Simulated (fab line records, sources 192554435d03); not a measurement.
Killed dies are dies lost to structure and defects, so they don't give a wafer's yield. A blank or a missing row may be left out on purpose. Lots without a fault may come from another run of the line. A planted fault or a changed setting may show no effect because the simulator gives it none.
Which tool did it? | flow n5_finfet | 10 lots, 30 wafers sampled, at 4 steps of a route of 1938

WHAT THE GAUGES READ, wafer by wafer
The record holds no reading of a measuring or inspecting step that can be judged against a usual standard deviation.

WHICH TOOL RAN EACH LOT (tool, then ch and the chambers of the sampled wafers, then the start)
lot  | N5_BEOL_M7_TRENCH_ETCH_37          | N5_MIM_BOT_ETCH_STRIP_01           | N5_PASSIVATION_DESCUM_12           | N5_PASSIVATION_PROBE_49
L696 | rie_diel-04 ch 0,2, day 10 01:22   | rie_diel-03 ch 0,3, day 12 19:24   | rie_diel-04 ch 2,3, day 12 20:31   | prober-01, day 13 02:55
L700 | rie_diel-06 ch 0,3, day 12 04:48   | rie_diel-05 ch 0,1,3, day 14 21:53 | rie_diel-06 ch 0,3, day 14 23:28   | -
L699 | rie_diel-04 ch 0,2,3, day 12 07:45 | rie_diel-05 ch 0,1,3, day 15 01:59 | rie_diel-06 ch 0,1,3, day 15 07:14 | -
L701 | rie_diel-06 ch 0,3, day 12 23:27   | rie_diel-03 ch 0,2, day 16 03:43   | rie_diel-02 ch 0,2, day 16 05:22   | -
L702 | rie_diel-06 ch 0,1,3, day 13 02:45 | rie_diel-05 ch 0,2,3, day 16 02:49 | rie_diel-04 ch 0,2, day 16 04:18   | prober-02, day 16 11:49
L704 | rie_diel-04 ch 0,1,2, day 13 14:01 | rie_diel-05 ch 0,3, day 17 02:06   | rie_diel-02 ch 0,2,3, day 17 04:19 | -
L705 | rie_diel-04 ch 0,1, day 14 02:56   | rie_diel-01 ch 0,1,3, day 17 04:04 | rie_diel-02 ch 0,2,3, day 17 05:25 | prober-02, day 17 11:54
L707 | rie_diel-06 ch 0,1,3, day 14 13:40 | rie_diel-01 ch 0,1,2, day 17 11:56 | rie_diel-06 ch 0,1,3, day 17 16:06 | prober-01, day 17 23:02
L709 | rie_diel-06 ch 0,1,3, day 14 14:26 | rie_diel-01 ch 0,1,3, day 17 18:37 | rie_diel-02 ch 0,2, day 17 19:57   | prober-02, day 18 06:38
L711 | rie_diel-06 ch 0,1,3, day 15 00:48 | rie_diel-01 ch 0,1,3, day 17 22:32 | rie_diel-06 ch 0,2, day 18 02:42   | prober-01, day 18 09:24
- N5_BEOL_M7_TRENCH_ETCH_37: etches SiCOH lowk in C4F6/O2, target depth 93.478 nm, time 31.2 s.
- N5_MIM_BOT_ETCH_STRIP_01: strips in O2.
- N5_PASSIVATION_DESCUM_12: chemistry O2, time 7.9 s.
- N5_PASSIVATION_PROBE_49

WHAT THE TOOLS THEMSELVES READ (means of the sampled wafers that have a number; where no wafer has one, the mark that the record gives instead)
N5_BEOL_M7_TRENCH_ETCH_37. Usual: O2_flow_sccm 10.001 sccm, standard deviation 0.03; drypump_motor_current_A 5.5 A, standard deviation 0.4; mfc_ar_sccm 300.1 sccm, standard deviation 0.86; oes_f_703_au 0.81 a.u., standard deviation 0.11; oes_product_au 0.80 a.u., standard deviation 0.11; rf_vpp_V 668 V, standard deviation 12; showerhead_plenum_p_Torr 2.83 Torr, standard deviation 0.12; throttle_valve_pct 20.93 %, standard deviation 0.25.
lot  | tool        | O2_flow_sccm (sccm) | drypump_motor_current_A (A) | mfc_ar_sccm (sccm) | oes_f_703_au (a.u.) | oes_product_au (a.u.) | rf_vpp_V (V) | showerhead_plenum_p_Torr (Torr) | throttle_valve_pct (%) | flag
L696 | rie_diel-04 | 10.004              | 5.6                         | 299.6              | 0.86                | 0.85                  | 656          | 2.86                            | 20.83                  |
L700 | rie_diel-06 | 10.030              | 5.1                         | 299.8              | 0.79                | 0.80                  | 676          | 2.76                            | 20.89                  |
L699 | rie_diel-04 | 10.015              | 5.5                         | 300.4              | 0.78                | 0.76                  | 659          | 2.85                            | 20.94                  |
L701 | rie_diel-06 | 10.007              | 5.2                         | 299.0              | 0.75                | 0.76                  | 675          | 2.74                            | 21.11                  |
L702 | rie_diel-06 | 10.031              | 5.3                         | 299.5              | 0.75                | 0.76                  | 673          | 2.74                            | 21.00                  |
L704 | rie_diel-04 | 9.993               | 5.8                         | 300.4              | 0.86                | 0.85                  | 662          | 2.93                            | 20.91                  |
L705 | rie_diel-04 | 10.003              | 6.0                         | 300.2              | 0.91                | 0.90                  | 650          | 2.88                            | 20.77                  |
L707 | rie_diel-06 | 10.004              | 5.3                         | 299.3              | 0.75                | 0.74                  | 673          | 2.73                            | 21.01                  |
L709 | rie_diel-06 | 10.020              | 5.3                         | 299.4              | 0.75                | 0.74                  | 672          | 2.73                            | 21.03                  |
L711 | rie_diel-06 | 9.999               | 5.3                         | 299.1              | 0.74                | 0.74                  | 672          | 2.73                            | 21.03                  |

N5_MIM_BOT_ETCH_STRIP_01. Usual: drypump_motor_current_A 5.9 A, standard deviation 0.49; oes_product_au 0.80 a.u., standard deviation 0.076; rf_vpp_V 3.6 V, standard deviation 1.4; showerhead_plenum_p_Torr 2.06 Torr, standard deviation 0.073; throttle_valve_pct 16.64 %, standard deviation 0.19.
lot  | tool        | drypump_motor_current_A (A) | oes_product_au (a.u.) | rf_vpp_V (V) | showerhead_plenum_p_Torr (Torr) | throttle_valve_pct (%) | flag
L696 | rie_diel-03 | 5.9                         | 0.84                  | 3.5          | 2.06                            | 16.71                  |
L700 | rie_diel-05 | 5.7                         | 0.83                  | 3.2          | 2.06                            | 16.45                  |
L699 | rie_diel-05 | 5.7                         | 0.82                  | 3.9          | 2.06                            | 16.47                  |
L701 | rie_diel-03 | 6.2                         | 0.78                  | 5.0          | 2.04                            | 16.71                  |
L702 | rie_diel-05 | 5.5                         | 0.77                  | 3.9          | 2.10                            | 16.63                  |
L704 | rie_diel-05 | 5.4                         | 0.79                  | 3.7          | 2.07                            | 16.48                  |
L705 | rie_diel-01 | 5.9                         | 0.73                  | 3.5          | 1.97                            | 16.69                  |
L707 | rie_diel-01 | 6.0                         | 0.82                  | 4.6          | 2.05                            | 16.62                  |
L709 | rie_diel-01 | 5.9                         | 0.73                  | 3.2          | 1.97                            | 16.69                  |
L711 | rie_diel-01 | 5.9                         | 0.73                  | 4.0          | 1.97                            | 16.68                  |

N5_PASSIVATION_DESCUM_12. Usual: drypump_motor_current_A 5.5 A, standard deviation 0.36; oes_product_au 0.84 a.u., standard deviation 0.11; rf_vpp_V 243.1 V, standard deviation 1.5; showerhead_plenum_p_Torr 2.09 Torr, standard deviation 0.086; throttle_valve_pct 20.36 %, standard deviation 0.26.
lot  | tool        | drypump_motor_current_A (A) | oes_product_au (a.u.) | rf_vpp_V (V) | showerhead_plenum_p_Torr (Torr) | throttle_valve_pct (%) | flag
L696 | rie_diel-04 | 5.5                         | 0.67                  | 242.9        | 2.09                            | 20.63                  |
L700 | rie_diel-06 | 5.2                         | 0.74                  | 241.9        | 2.02                            | 20.78                  |
L699 | rie_diel-06 | 5.3                         | 0.73                  | 242.2        | 2.01                            | 20.59                  |
L701 | rie_diel-02 | 5.5                         | 0.93                  | 242.9        | 2.10                            | 20.17                  |
L702 | rie_diel-04 | 5.4                         | 0.73                  | 244.0        | 2.13                            | 20.55                  |
L704 | rie_diel-02 | 5.5                         | 0.95                  | 243.6        | 2.07                            | 20.22                  |
L705 | rie_diel-02 | 5.5                         | 0.96                  | 243.0        | 2.08                            | 20.23                  |
L707 | rie_diel-06 | 5.3                         | 0.80                  | 242.6        | 2.09                            | 20.48                  |
L709 | rie_diel-02 | 5.5                         | 0.92                  | 243.0        | 2.07                            | 20.12                  |
L711 | rie_diel-06 | 5.1                         | 0.88                  | 243.3        | 2.11                            | 20.28                  |

N5_PASSIVATION_PROBE_49. Usual: defect_limited_yield 90.9 %, standard deviation 1.4; killed_at_M0_to_M3 38, standard deviation 11; killed_at_M4_up 13, standard deviation 5.9; killed_at_contacts 14, standard deviation 6.4; killed_at_front_end 38, standard deviation 11; killed_at_other 3.3, standard deviation 2.5; killed_dies 107, standard deviation 16; killed_on_rim 14, standard deviation 3.6; killed_open 70, standard deviation 12; killed_short 35, standard deviation 7.7; sort_bin_5_function 5.3 %, standard deviation 0.94; sort_bin_6_memory 3.5 %, standard deviation 0.7; sort_bin_8_speed 0.00 %, standard deviation 0.007; sort_n_pass 1073, standard deviation 16; sort_yield_pct 90.9 %, standard deviation 1.4.
lot  | tool      | defect_limited_yield (%) | killed_at_M0_to_M3 | killed_at_M4_up | killed_at_contacts | killed_at_front_end | killed_at_other | killed_dies | killed_on_rim | killed_open | killed_short | sort_bin_5_function (%) | sort_bin_6_memory (%) | sort_bin_8_speed (%) | sort_n_pass | sort_yield_pct (%) | flag
L696 | prober-01 | 91.0                     | 42                 | 10              | 18                 | 34                  | 1.3             | 105         | 13            | 69          | 35           | 5.4                     | 3.3                   | 0.00                 | 1075        | 91.0               |
L702 | prober-02 | 90.7                     | 39                 | 15              | 16                 | 32                  | 7.7             | 110         | 14            | 73          | 35           | 5.7                     | 3.3                   | 0.00                 | 1070        | 90.7               |
L705 | prober-02 | 90.8                     | 34                 | 26              | 12                 | 31                  | 4.5             | 108         | 14            | 84          | 25           | 5.1                     | 3.9                   | 0.00                 | 1072        | 90.8               |
L707 | prober-01 | 89.9                     | 47                 | 20              | 17                 | 32                  | 2.3             | 119         | 14            | 81          | 38           | 5.9                     | 4.0                   | 0.00                 | 1061        | 89.9               |
L709 | prober-02 | 91.4                     | 25                 | 11              | 15                 | 49                  | 1.3             | 102         | 12            | 70          | 30           | 5.0                     | 3.5                   | 0.00                 | 1078        | 91.4               |
L711 | prober-01 | 87.0                     | 65                 | 44              | 12                 | 29                  | 3.3             | 153         | 13            | 79          | 40           | 7.7                     | 4.6                   | 0.00                 | 1027        | 87.0               | OFF

THE ANSWER, worked out from the rows above alone
Rule: a lot is off if the mean of its wafers that have a number lies more than 3 standard deviations from the usual mean. A lot without any number at a reading at which 4 lots or more have one is off too. The other lots that the step has rows for count as sound. The gauges are gone through in route order, then the tools' own readings, and for those a lot's mean is taken as printed above. The first step at which some lot is off is used, and at that step the reading that is off furthest; a lot without a number counts as furthest.
Off: L711, at N5_PASSIVATION_PROBE_49 (killed_at_M4_up). Neither off nor sound, because the step has no rows for them: L700, L699, L701, L704.
A tool fits if, at that step or a process step before it, it ran every lot that is off, and no sound lot after the first of them. Can't be told from this: 3 tools fit, rie_diel-06 at N5_BEOL_M7_TRENCH_ETCH_37 and N5_PASSIVATION_DESCUM_12, rie_diel-01 at N5_MIM_BOT_ETCH_STRIP_01, prober-01 at N5_PASSIVATION_PROBE_49.

WHAT THE SIMULATOR HAD PUT IN
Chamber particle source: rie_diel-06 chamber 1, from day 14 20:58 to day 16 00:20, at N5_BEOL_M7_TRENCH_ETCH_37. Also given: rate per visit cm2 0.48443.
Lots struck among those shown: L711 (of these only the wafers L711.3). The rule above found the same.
